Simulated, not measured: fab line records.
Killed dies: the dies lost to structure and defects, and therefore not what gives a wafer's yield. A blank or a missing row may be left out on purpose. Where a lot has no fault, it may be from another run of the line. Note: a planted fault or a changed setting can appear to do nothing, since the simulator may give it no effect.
fab line records	flow n5-finfet	part 1 of 2: steps 1 to 23 of 30
record: lots: 5	wafers: 15	last-day: 17
route steps=1938 shown BEOL_M2@852
lots that met no fault: taken from a fault-free run of the same line
start-h: hours from the record's opening day to when the first of the lot's shown wafers began	wait-h: time in hours since the lot's previous step	" repeats the value in the row above	L1.1+2: several wafers, shown together as one row	- no value, or no start was given	* or withheld: withheld	< > ~ a bound
route shown NAME@n: NAME is a module with steps in the file, n the number in the route of the first one	usual: average and standard deviation across the fault-free wafers	same: alike in all rows	chamber/n: place in a boat	sites: the reading at each site	_std_site: how widely they spread, as a standard deviation	_edge_site: the outer-site mean with the inner-site mean subtracted	radius-mm: how far each site lies from the wafer's centre	mask NAME#n: copy n	behind: the most recent tool/chamber to have shaped the wafer	hold: why the lot was held/for how many hours/how that ended	device: whichever transistor did not switch (one of n, p or np)	end of line: at the end of the route, the tests of the same wafers	where a step has no rows: the recipe by itself	killed: dies that structure and defects cost at the first sort, which is not the same as the wafer's yield	map: per-die view of a wafer (x killed, . not killed, _ where there is no die)
set.NAME: the setting as run; set.NAME@STEP: as run at that earlier step	model.NAME: the simulator's own value behind a step, which no gauge read
lots at some steps of the route; a table a step, a row a wafer
services: a tool's chamber out of use, with start hour (start-h, from the record's first day; less than 0 if before it), hours out, and reason
== steps ==
step: N5_BEOL_M2_PEB_09
recipe: peb-temp-c: 100	peb-time-s: 60	resist: CAR-EUV
lot.wafer	tool	chamber	start-h	wait-h
L074.2+4+6	litho-track-02	0	139.88	0.1
L077.2+4+6	litho-track-03	0	156.01	0.1
L080.3+4+5	litho-track-03	0	168.42	0.0
L090.2+3+4	litho-track-01	0	238.63	0.1
L095.2+3+4	litho-track-01	0	259.80	0.1
step: N5_BEOL_M2_DEVELOP_10
recipe: develop-time-s: 30	developer: TMAH	resist: CAR-EUV	rinse-liquid: surfactant-rinse	dry: air-spin	dev-temp-c: 23
lot.wafer	tool	chamber	start-h	wait-h
L074.2+4+6	litho-track-02	0	-	-
L077.2+4+6	litho-track-03	0	-	-
L080.3+4+5	litho-track-03	0	-	-
L090.2+3+4	litho-track-01	0	-	-
L095.2+3+4	litho-track-01	0	-	-
step: N5_BEOL_M2_CD_MEAS_11
recipe: target-cd-nm: 16.79	landing-energy-ev: 500	detector: se-inlens	polarity: opening
usual: cd-nm: 16.75/0.25
lot.wafer	tool	chamber	start-h	wait-h	cd-nm
L074.2	cd-sem-02	0	139.94	-	16.94
L074.4	"	0	"	"	17.08
L074.6	"	0	"	"	16.51
L077.2	cd-sem-02	0	156.07	-	17.01
L077.4	"	0	"	"	16.64
L077.6	"	0	"	"	16.45
L080.3	cd-sem-02	0	168.48	-	16.97
L080.4	"	0	"	"	16.96
L080.5	"	0	"	"	16.97
L090.2	cd-sem-01	0	238.70	-	16.46
L090.3	"	0	"	"	17.08
L090.4	"	0	"	"	16.52
L095.2	cd-sem-01	0	259.87	-	16.87
L095.3	"	0	"	"	16.89
L095.4	"	0	"	"	16.74
step: N5_BEOL_M2_OVL_MEAS_12
recipe: points-per-wafer: 522
usual: M2_OVL: -0.3/0.61
same: points-per-wafer: 522
lot.wafer	tool	chamber	start-h	wait-h	M2_OVL[nm]
L074.2	overlay-02	0	139.98	0.0	-0.8
L074.4	"	0	"	"	-0.7
L074.6	"	0	"	"	-0.3
L077.2	overlay-02	0	156.11	0.0	-0.1
L077.4	"	0	"	"	-1.1
L077.6	"	0	"	"	-0.1
L080.3	overlay-02	0	168.52	0.0	-1.0
L080.4	"	0	"	"	-0.2
L080.5	"	0	"	"	-1.1
L090.2	overlay-02	0	238.73	0.0	-0.3
L090.3	"	0	"	"	0.0
L090.4	"	0	"	"	-0.8
L095.2	overlay-01	0	259.90	0.0	0.2
L095.3	"	0	"	"	0.9
L095.4	"	0	"	"	0.5
step: N5_BEOL_M2_INSPECT_13
recipe: mode: adi	inspect-instrument: brightfield
usual: raw-defect-count: 413/100
lot.wafer	tool	chamber	start-h	wait-h	raw-defect-count
L074.2	defect-inspect-01	-	140.03	0.0	413
L074.4	"	-	"	"	253
L074.6	"	-	"	"	352
L077.2	defect-inspect-01	-	156.16	0.0	265
L077.4	"	-	"	"	296
L077.6	"	-	"	"	260
L080.3	defect-inspect-02	-	168.57	0.0	291
L080.4	"	-	"	"	306
L080.5	"	-	"	"	288
L090.2	defect-inspect-02	-	238.79	0.0	443
L090.3	"	-	"	"	426
L090.4	"	-	"	"	343
L095.2	defect-inspect-02	-	259.95	0.0	484
L095.3	"	-	"	"	418
L095.4	"	-	"	"	631
step: N5_BEOL_M2_DESCUM_16
recipe: chemistry: O2	time-s: 7	source-power-w: 50	bias-power-w: 20	pressure-mtorr: 20	rf-frequency-hz: 2.712e+07	temp-c: 40	resist: CAR-EUV	o2-flow-sccm: 225
usual: bias-power-w: 20.01/0.052	drypump-motor-current-A: 5.7/0.31	oes-product-au: 0.82/0.088	rf-vpp-V: 243.1/1.4	showerhead-plenum-p-Torr: 2.09/0.076	throttle-valve-pct: 20.44/0.19
lot.wafer	tool	chamber	start-h	wait-h	bias-power-w	drypump-motor-current-A	oes-product-au	rf-hours-counter-h	rf-vpp-V	showerhead-plenum-p-Torr	throttle-valve-pct
L074.2	rie-diel-03	1	140.09	0.1	19.89	5.4	0.73	197	240.0	1.98	20.54
L074.4	"	0	"	"	20.03	5.6	0.71	177	244.1	2.17	20.82
L074.6	"	0	"	"	19.91	5.5	0.72	-	244.2	2.17	20.79
L077.2	rie-diel-01	0	157.19	1.0	20.03	6.2	0.79	113	243.0	2.09	20.39
L077.4	"	0	"	"	19.92	6.2	0.79	-	242.9	2.09	20.36
L077.6	"	1	"	"	19.91	5.9	0.80	-	244.3	2.22	20.43
L080.3	rie-diel-05	0	168.81	0.2	19.98	5.8	0.75	183	241.8	2.06	20.20
L080.4	"	1	"	"	19.97	5.8	0.89	45	243.4	2.15	20.26
L080.5	"	1	"	"	20.00	5.8	0.88	-	243.3	2.15	20.26
L090.2	rie-diel-05	3	238.82	0.0	19.94	5.3	0.91	27	241.2	2.03	20.55
L090.3	"	0	"	"	19.97	5.8	0.74	202	242.0	2.05	20.25
L090.4	"	2	"	"	19.99	5.9	0.89	36	241.8	2.03	20.66
L095.2	rie-diel-05	3	259.99	0.0	20.04	5.3	0.89	34	242.7	2.02	20.57
L095.3	"	1	"	"	19.86	5.8	0.85	70	244.5	2.14	20.29
L095.4	"	2	"	"	20.02	5.8	0.89	43	242.8	2.03	20.67
step: N5_BEOL_M2_ETCH_74
recipe: chemistry: N2/H2	target: underlayer	target-depth-a: 65	mask-material: CAR-EUV	time-s: 5.2	ion-energy-ev: 200	pressure-mtorr: 30	source-w: 840	bias-w: 150	n2-flow-sccm: 200	h2-flow-sccm: 200	ends: cleared
usual: drypump-motor-current-A: 5.7/0.31	etch-rf-on-time-s: 5.04/0.16	oes-product-au: 0.70/0.078	rf-vpp-V: 524.1/2.5	showerhead-plenum-p-Torr: 2.54/0.082	throttle-valve-pct: 17.88/0.28
lot.wafer	tool	chamber	start-h	wait-h	drypump-motor-current-A	etch-rf-on-time-s	oes-product-au	rf-hours-counter-h	rf-vpp-V	showerhead-plenum-p-Torr	throttle-valve-pct
L074.2	rie-diel-03	1	140.12	0.0	5.4	5.01	0.62	197	519.3	2.38	17.85
L074.4	"	0	"	"	5.5	5.01	0.62	177	527.0	2.62	18.21
L074.6	"	0	"	"	5.6	5.08	0.62	-	525.7	2.62	18.20
L077.2	rie-diel-01	0	157.22	0.0	6.2	4.99	0.69	113	525.2	2.54	17.82
L077.4	"	0	"	"	6.2	4.97	0.69	-	526.0	2.54	17.82
L077.6	"	1	"	"	5.9	5.35	0.67	-	527.1	2.66	17.61
L080.3	rie-diel-05	0	168.85	0.0	5.8	5.16	0.63	183	526.4	2.52	17.82
L080.4	"	1	"	"	5.8	5.10	0.74	45	526.2	2.57	17.36
L080.5	"	1	"	"	5.8	5.20	0.75	-	525.5	2.57	17.35
L090.2	rie-diel-05	3	238.86	0.0	5.3	4.94	0.79	27	522.8	2.48	18.04
L090.3	"	0	"	"	5.8	5.16	0.63	202	524.5	2.51	17.87
L090.4	"	2	"	"	5.8	4.95	0.78	36	521.3	2.51	18.35
L095.2	rie-diel-05	3	260.02	0.0	5.3	4.92	0.77	34	523.0	2.47	18.03
L095.3	"	1	"	"	5.9	5.21	0.71	70	525.6	2.56	17.41
L095.4	"	2	"	"	5.9	4.83	0.77	43	521.3	2.50	18.34
step: N5_BEOL_M2_ETCH_63
recipe: chemistry: CF4	target: SiARC	target-depth-a: 156	mask-material: CAR-EUV	time-s: 26	ion-energy-ev: 80	pressure-mtorr: 40	source-w: 545	bias-w: 36	Ar_flow_sccm: 100	cf4-flow-sccm: 100	ends: cleared
usual: drypump-motor-current-A: 5.7/0.31	etch-rf-on-time-s: 25.1/0.72	oes-product-au: 0.71/0.079	rf-vpp-V: 184.1/1.1	showerhead-plenum-p-Torr: 2.14/0.065	throttle-valve-pct: 15.67/0.21
lot.wafer	tool	chamber	start-h	wait-h	drypump-motor-current-A	etch-rf-on-time-s	oes-product-au	rf-hours-counter-h	rf-vpp-V	showerhead-plenum-p-Torr	throttle-valve-pct
L074.2	rie-diel-03	1	140.14	0.0	5.4	25.3	0.62	197	182.7	2.05	15.87
L074.4	"	0	"	"	5.5	25.3	0.62	177	184.9	2.21	16.00
L074.6	"	0	"	"	5.5	25.4	0.62	-	184.7	2.21	15.98
L077.2	rie-diel-01	0	157.24	0.0	6.2	24.8	0.71	113	183.6	2.17	15.78
L077.4	"	0	"	"	6.2	24.9	0.71	-	183.8	2.17	15.79
L077.6	"	1	"	"	6.0	26.6	0.68	-	185.4	2.23	15.36
L080.3	rie-diel-05	0	168.86	0.0	5.8	25.7	0.64	183	183.4	2.11	15.53
L080.4	"	1	"	"	5.8	25.5	0.75	45	185.1	2.21	15.40
L080.5	"	1	"	"	5.8	25.5	0.75	-	183.3	2.21	15.40
L090.2	rie-diel-05	3	238.87	0.0	5.3	24.3	0.79	27	184.1	2.09	15.79
L090.3	"	0	"	"	5.8	25.5	0.63	202	183.7	2.10	15.59
L090.4	"	2	"	"	5.8	24.2	0.80	36	183.2	2.11	15.88
L095.2	rie-diel-05	3	260.04	0.0	5.3	24.2	0.78	34	183.1	2.09	15.80
L095.3	"	1	"	"	5.8	26.0	0.71	70	183.4	2.20	15.45
L095.4	"	2	"	"	5.9	24.5	0.76	43	181.8	2.11	15.90
step: N5_BEOL_M2_ETCH_64
recipe: chemistry: N2/H2	target: SOC	target-depth-a: 750	overetch-a: 225	mask-material: SiARC	temp-c: 40	time-s: 121.9	ion-energy-ev: 200	pressure-mtorr: 30	source-w: 840	bias-w: 150	n2-flow-sccm: 200	h2-flow-sccm: 200
usual: drypump-motor-current-A: 5.7/0.31	oes-product-au: 0.62/0.064	rf-vpp-V: 523.9/2.4	showerhead-plenum-p-Torr: 2.54/0.082	throttle-valve-pct: 17.83/0.28
lot.wafer	tool	chamber	start-h	wait-h	drypump-motor-current-A	oes-product-au	rf-hours-counter-h	rf-vpp-V	showerhead-plenum-p-Torr	throttle-valve-pct
L074.2	rie-diel-03	1	140.17	0.0	5.4	0.55	197	519.3	2.39	17.82
L074.4	"	0	"	"	5.5	0.54	177	525.6	2.62	18.15
L074.6	"	0	"	"	5.6	0.54	-	525.5	2.62	18.15
L077.2	rie-diel-01	0	157.27	0.0	6.2	0.61	113	524.3	2.54	17.77
L077.4	"	0	"	"	6.2	0.61	-	525.0	2.54	17.74
L077.6	"	1	"	"	5.9	0.61	-	527.4	2.66	17.59
L080.3	rie-diel-05	0	168.89	0.0	5.8	0.56	183	524.3	2.52	17.80
L080.4	"	1	"	"	5.8	0.67	45	523.9	2.57	17.31
L080.5	"	1	"	"	5.8	0.67	-	525.4	2.57	17.29
L090.2	rie-diel-05	3	238.90	0.0	5.3	0.67	27	524.0	2.48	17.99
L090.3	"	0	"	"	5.8	0.55	202	524.3	2.51	17.82
L090.4	"	2	"	"	5.9	0.68	36	522.4	2.51	18.31
L095.2	rie-diel-05	3	260.07	0.0	5.3	0.66	34	522.5	2.47	17.98
L095.3	"	1	"	"	5.8	0.64	70	525.9	2.56	17.36
L095.4	"	2	"	"	5.8	0.67	43	522.9	2.50	18.32
step: N5_BEOL_M2_STRIP_65
recipe: chemistry: N2/H2	temp-c: 40	n2-flow-sccm: 200	h2-flow-sccm: 200	rf-frequency-hz: 6e+07
lot.wafer	tool	chamber	start-h	wait-h
L074.2+4+6	rie-diel-03	1,0,0	140.28	0.1
L077.2+4+6	rie-diel-01	0,0,1	157.38	0.1
L080.3+4+5	rie-diel-05	0,1,1	169.00	0.1
L090.2+3+4	rie-diel-05	3,0,2	239.01	0.1
L095.2+3+4	rie-diel-05	3,1,2	260.18	0.1
step: N5_BEOL_M2_STRIP_75
recipe: chemistry: N2/H2	temp-c: 40	n2-flow-sccm: 200	h2-flow-sccm: 200	rf-frequency-hz: 6e+07
lot.wafer	tool	chamber	start-h	wait-h
L074.2+4+6	rie-diel-03	1,0,0	140.29	0.0
L077.2+4+6	rie-diel-01	0,0,1	157.39	0.0
L080.3+4+5	rie-diel-05	0,1,1	169.01	0.0
L090.2+3+4	rie-diel-05	3,0,2	239.02	0.0
L095.2+3+4	rie-diel-05	3,1,2	260.19	0.0
step: N5_BEOL_M2_STRIP_66
recipe: chemistry: CF4	resist: SiARC	power-w: 300	bias-power-w: 75	pressure-mtorr: 50	cf4-flow-sccm: 150	rf-frequency-hz: 6e+07
usual: bias-power-w: 75.00/0.21	drypump-motor-current-A: 5.7/0.31	oes-product-au: 0.80/0.083	rf-vpp-V: 271.1/1.6	showerhead-plenum-p-Torr: 1.80/0.051	throttle-valve-pct: 13.63/0.23
lot.wafer	tool	chamber	start-h	wait-h	bias-power-w	drypump-motor-current-A	oes-product-au	rf-hours-counter-h	rf-vpp-V	showerhead-plenum-p-Torr	throttle-valve-pct
L074.2	rie-diel-03	1	140.30	0.0	75.03	5.4	0.71	197	270.5	1.71	13.85
L074.4	"	0	"	"	75.23	5.5	0.71	177	272.7	1.85	13.99
L074.6	"	0	"	"	75.07	5.6	0.71	-	272.7	1.85	13.99
L077.2	rie-diel-01	0	157.40	0.0	74.70	6.2	0.79	113	273.3	1.82	13.75
L077.4	"	0	"	"	74.64	6.2	0.79	-	271.5	1.82	13.74
L077.6	"	1	"	"	74.92	5.9	0.80	-	273.2	1.85	13.31
L080.3	rie-diel-05	0	169.02	0.0	75.39	5.8	0.73	183	270.3	1.77	13.55
L080.4	"	1	"	"	74.91	5.8	0.86	45	271.3	1.85	13.34
L080.5	"	1	"	"	74.86	5.8	0.86	-	270.5	1.85	13.34
L090.2	rie-diel-05	3	239.03	0.0	75.09	5.3	0.87	27	272.7	1.77	13.75
L090.3	"	0	"	"	75.08	5.8	0.72	202	272.1	1.76	13.64
L090.4	"	2	"	"	74.82	5.9	0.88	36	270.5	1.78	13.82
L095.2	rie-diel-05	3	260.20	0.0	75.23	5.3	0.86	34	267.7	1.76	13.77
L095.3	"	1	"	"	75.33	5.8	0.82	70	271.5	1.84	13.39
L095.4	"	2	"	"	74.83	5.8	0.87	43	268.8	1.78	13.85
step: N5_BEOL_M2_HM_OPEN_17
recipe: chemistry: Cl2/BCl3	target-depth-a: 200	overetch-a: 60	target: TiN	mask-material: SOC	ion-energy-ev: 150	pressure-mtorr: 10	icp-w: 1000	bias-w: 126	Cl2_flow_sccm: 53.25	bcl3-flow-sccm: 21.75	Ar_flow_sccm: 25
usual: drypump-motor-current-A: 5.7/0.5	oes-product-au: 0.64/0.089	throttle-valve-pct: 22.08/0.24
lot.wafer	tool	chamber	start-h	wait-h	drypump-motor-current-A	oes-product-au	rf-hours-counter-h	throttle-valve-pct
L074.2	rie-metal-02	1	140.34	0.0	5.4	0.77	10	21.88
L074.4	"	0	"	"	5.7	0.56	-	22.46
L074.6	"	0	"	"	5.7	0.56	-	22.46
L077.2	rie-metal-03	0	157.45	0.0	4.7	0.62	60	22.01
L077.4	"	1	"	"	5.8	0.54	-	21.67
L077.6	"	0	"	"	4.7	0.61	-	22.00
L080.3	rie-metal-01	1	169.12	0.1	5.8	0.68	-	22.21
L080.4	"	1	"	"	5.9	0.68	-	22.20
L080.5	"	1	"	"	5.9	0.67	-	22.20
L090.2	rie-metal-02	0	239.07	0.0	5.7	0.54	112	22.49
L090.3	"	0	"	"	5.7	0.54	-	22.49
L090.4	"	1	"	"	5.4	0.74	-	21.90
L095.2	rie-metal-01	0	260.24	0.0	6.4	0.76	5	22.13
L095.3	"	1	"	"	5.9	0.67	-	22.21
L095.4	"	0	"	"	6.4	0.77	-	22.09
step: N5_BEOL_M2_STRIP_19
recipe: chemistry: O2	power-w: 400	temp-c: 40	pressure-mtorr: 30	rf-frequency-hz: 6e+07	bias-power-w: 0	overash-fraction: 0.2	o2-flow-sccm: 225
usual: drypump-motor-current-A: 5.7/0.35	oes-product-au: 0.81/0.091	rf-vpp-V: 3.6/0.5	showerhead-plenum-p-Torr: 2.11/0.08	throttle-valve-pct: 16.68/0.2
same: bias-power-w: 0
lot.wafer	tool	chamber	start-h	wait-h	drypump-motor-current-A	oes-product-au	rf-hours-counter-h	rf-vpp-V	showerhead-plenum-p-Torr	throttle-valve-pct
L074.2	rie-diel-01	1	140.45	0.1	5.9	0.83	88	3.6	2.23	16.62
L074.4	"	0	"	"	6.2	0.81	-	3.7	2.09	16.65
L074.6	"	3	"	"	5.2	0.65	-	3.4	1.97	16.87
L077.2	rie-diel-03	1	158.20	0.7	5.4	0.72	206	3.7	1.98	16.86
L077.4	"	1	"	"	5.4	0.72	-	3.8	1.98	16.87
L077.6	"	0	"	"	5.5	0.71	-	3.2	2.17	17.08
L080.3	rie-diel-03	0	169.26	0.1	5.5	0.70	192	3.3	2.17	17.08
L080.4	"	3	"	"	5.7	0.84	61	3.6	2.12	16.49
L080.5	"	0	"	"	5.5	0.70	-	4.2	2.17	17.09
L090.2	rie-diel-01	1	239.37	0.3	5.9	0.77	131	3.1	2.22	16.72
L090.3	"	3	"	"	5.1	0.89	22	4.3	2.22	16.41
L090.4	"	2	"	"	6.2	0.91	39	3.4	2.12	16.51
L095.2	rie-diel-05	3	260.40	0.1	5.3	0.89	34	3.5	2.03	16.77
L095.3	"	2	"	"	5.8	0.89	43	3.4	2.04	16.86
L095.4	"	1	"	"	5.9	0.85	70	3.9	2.15	16.49
step: N5_BEOL_M2_CD_MEAS_18
recipe: pitch-nm: 36	target-cd-nm: 18
usual: cd-nm: 18.0/0.34
lot.wafer	tool	chamber	start-h	wait-h	cd-nm
L074.2	cd-sem-03	-	140.52	0.1	18.2
L074.4	"	-	"	"	18.4
L074.6	"	-	"	"	18.2
L077.2	cd-sem-01	-	158.27	0.1	17.8
L077.4	"	-	"	"	18.0
L077.6	"	-	"	"	17.8
L080.3	cd-sem-02	-	169.34	0.1	18.3
L080.4	"	-	"	"	18.1
L080.5	"	-	"	"	17.9
L090.2	cd-sem-01	-	239.44	0.1	17.7
L090.3	"	-	"	"	17.5
L090.4	"	-	"	"	17.9
L095.2	cd-sem-01	-	260.48	0.1	17.8
L095.3	"	-	"	"	18.1
L095.4	"	-	"	"	18.1
step: N5_BEOL_M2_COAT_67
recipe: resist: SOC	temp-c: 250	time-s: 60	spin-rpm: 1500	resist-thk-nm: 60
lot.wafer	tool	chamber	start-h	wait-h
L074.2+4+6	litho-track-03	0	140.56	0.0
L077.2+4+6	litho-track-02	0	158.30	0.0
L080.3+4+5	litho-track-02	0	169.37	0.0
L090.2+3+4	litho-track-03	0	239.48	0.0
L095.2+3+4	litho-track-03	0	260.51	0.0
step: N5_BEOL_M2_COAT_68
recipe: resist: SiARC	temp-c: 220	time-s: 60	spin-rpm: 1500	resist-thk-nm: 12
lot.wafer	tool	chamber	start-h	wait-h
L074.2+4+6	litho-track-03	0	-	-
L077.2+4+6	litho-track-02	0	-	-
L080.3+4+5	litho-track-02	0	-	-
L090.2+3+4	litho-track-03	0	-	-
L095.2+3+4	litho-track-03	0	-	-
step: N5_BEOL_M2_COAT_76
recipe: resist: underlayer	temp-c: 205	time-s: 60	spin-rpm: 1500	resist-thk-nm: 5
lot.wafer	tool	chamber	start-h	wait-h
L074.2+4+6	litho-track-03	0	-	-
L077.2+4+6	litho-track-02	0	-	-
L080.3+4+5	litho-track-02	0	-	-
L090.2+3+4	litho-track-03	0	-	-
L095.2+3+4	litho-track-03	0	-	-
step: N5_BEOL_M2_COAT_22
recipe: resist: CAR-EUV	spin-rpm: 1500	resist-thk-nm: 30
lot.wafer	tool	chamber	start-h	wait-h
L074.2+4+6	litho-track-03	0	-	-
L077.2+4+6	litho-track-02	0	-	-
L080.3+4+5	litho-track-02	0	-	-
L090.2+3+4	litho-track-03	0	-	-
L095.2+3+4	litho-track-03	0	-	-
step: N5_BEOL_M2_EBR_24
recipe: solvent: PGMEA	ebr-width-mm: 1.5
lot.wafer	tool	chamber	start-h	wait-h
L074.2+4+6	litho-track-03	0	-	-
L077.2+4+6	litho-track-02	0	-	-
L080.3+4+5	litho-track-02	0	-	-
L090.2+3+4	litho-track-03	0	-	-
L095.2+3+4	litho-track-03	0	-	-
step: N5_BEOL_M2_SOFTBAKE_23
recipe: temp-c: 110	time-s: 60	resist: CAR-EUV
lot.wafer	tool	chamber	start-h	wait-h
L074.2+4+6	litho-track-03	0	-	-
L077.2+4+6	litho-track-02	0	-	-
L080.3+4+5	litho-track-02	0	-	-
L090.2+3+4	litho-track-03	0	-	-
L095.2+3+4	litho-track-03	0	-	-
step: N5_BEOL_M2_EXPOSE_25
recipe: mask-id: V1	na: 0.33	source-shape: quasar	sigma-inner: 0.2	sigma-outer: 0.8	polarization: unpolarized	defocus-nm: 5	dose-mj: 63
usual: exposure-dose-mJ-cm2: 63.5/0.47
lot.wafer	tool	chamber	start-h	wait-h	mask	exposure-dose-mJ-cm2
L074.2	euv-scanner-01	0	140.70	-	V1#0	64.0
L074.4	"	0	"	"	V1#0	64.2
L074.6	"	0	"	"	V1#0	64.0
L077.2	euv-scanner-02	0	158.45	-	V1#0	63.1
L077.4	"	0	"	"	V1#0	63.2
L077.6	"	0	"	"	V1#0	63.1
L080.3	euv-scanner-01	0	169.65	-	V1#0	63.9
L080.4	"	0	"	"	V1#0	63.9
L080.5	"	0	"	"	V1#0	63.9
L090.2	euv-scanner-02	0	239.62	-	V1#0	63.2
L090.3	"	0	"	"	V1#0	63.1
L090.4	"	0	"	"	V1#0	63.2
L095.2	euv-scanner-01	0	260.79	-	V1#0	63.9
L095.3	"	0	"	"	V1#0	63.9
L095.4	"	0	"	"	V1#0	63.9
step: N5_BEOL_M2_PEB_26
recipe: peb-temp-c: 100	peb-time-s: 60	resist: CAR-EUV
lot.wafer	tool	chamber	start-h	wait-h
L074.2+4+6	litho-track-02	0	140.77	0.1
L077.2+4+6	litho-track-01	0	158.52	0.1
L080.3+4+5	litho-track-02	0	169.71	0.1
L090.2+3+4	litho-track-01	0	239.69	0.1
L095.2+3+4	litho-track-01	0	260.86	0.1
